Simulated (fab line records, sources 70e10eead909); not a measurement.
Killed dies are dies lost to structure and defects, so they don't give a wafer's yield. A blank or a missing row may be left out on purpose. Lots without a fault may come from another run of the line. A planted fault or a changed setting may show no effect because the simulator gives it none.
Chamber matching | flow nand_harc | NHARC_A_M0_DESCUM_14 on rie_diel-05: 4 sister chambers
The step chemistry O2, time 3 s. 4 wafers are shown with their chamber, then 12 later ones without.

WAFERS WITH THEIR CHAMBER
wafer  | chamber | showerhead_plenum_p_Torr (Torr)
L084.3 | 0       | 1.84
L090.2 | 1       | 1.85
L089.5 | 2       | 1.96
L089.6 | 3       | 1.86

WAFERS WITHOUT THEIR CHAMBER
wafer  | showerhead_plenum_p_Torr (Torr)
L093.1 | 1.96
L093.5 | 1.83
L093.6 | 1.85
L094.2 | 1.86
L094.4 | 1.85
L094.6 | 1.85
L096.2 | 1.96
L096.3 | 1.86
L096.5 | 1.85
L097.2 | 1.85
L097.3 | 1.96
L097.5 | 1.85

WHICH CHAMBER EACH WENT THROUGH
wafer  | from the rows above | in truth
L093.1 | 2                   | 2
L093.5 | 0                   | 0
L093.6 | 1                   | 1
L094.2 | 3                   | 3
L094.4 | 1                   | 1
L094.6 | 1                   | 1
L096.2 | 2                   | 2
L096.3 | 3                   | 3
L096.5 | 1                   | 1
L097.2 | 1                   | 1
L097.3 | 2                   | 2
L097.5 | 1                   | 1
Placed correctly: 12 of 12. Can't be placed from these rows: 0. Placed wrongly: 0.
How it was worked out, from the rows above alone: a wafer's distance from a chamber is the root of the sum, over the readings, of the square of ((its reading less the chamber's mean) divided by the reading's scatter). The wafer belongs to the nearest chamber; if the next one is less than 2 further off, it can't be placed. A chamber's mean is the mean of its shown wafers. The scatter: with one shown wafer a chamber, the root of the mean of the squares of how far each hidden wafer lies from its nearest shown one.
